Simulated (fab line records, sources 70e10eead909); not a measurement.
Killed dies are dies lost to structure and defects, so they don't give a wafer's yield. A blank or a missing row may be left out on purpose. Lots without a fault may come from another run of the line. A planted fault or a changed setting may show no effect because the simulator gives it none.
Chamber matching | flow nand_harc | NHARC_THIN_TSV_ETCH_44 on rie_diel-03: 4 sister chambers
The step etches the open film in CF4/O2, target depth 1594.2 nm, time 797.1 s. 4 wafers are shown with their chamber, then 8 later ones without.

WAFERS WITH THEIR CHAMBER
wafer  | chamber | showerhead_plenum_p_Torr (Torr)
L562.3 | 3       | 1.91
L567.3 | 2       | 1.74
L567.5 | 0       | 1.76
L570.2 | 1       | 1.70

WAFERS WITHOUT THEIR CHAMBER
wafer  | showerhead_plenum_p_Torr (Torr)
L570.3 | 1.91
L570.5 | 1.74
L574.2 | 1.75
L574.4 | 1.74
L574.5 | 1.70
L578.2 | 1.74
L578.4 | 1.75
L578.6 | 1.70

WHICH CHAMBER EACH WENT THROUGH
wafer  | from the rows above     | in truth
L570.3 | 3                       | 3
L570.5 | 2                       | 2
L574.2 | can't be placed: 0 or 2 | 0
L574.4 | 2                       | 2
L574.5 | 1                       | 1
L578.2 | 2                       | 2
L578.4 | can't be placed: 0 or 2 | 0
L578.6 | 1                       | 1
Placed correctly: 6 of 8. Can't be placed from these rows: 2 (the true chamber is among the candidates in 2). Placed wrongly: 0.
How it was worked out, from the rows above alone: a wafer's distance from a chamber is the root of the sum, over the readings, of the square of ((its reading less the chamber's mean) divided by the reading's scatter). The wafer belongs to the nearest chamber; if the next one is less than 2 further off, it can't be placed. A chamber's mean is the mean of its shown wafers. The scatter: with one shown wafer a chamber, the root of the mean of the squares of how far each hidden wafer lies from its nearest shown one.
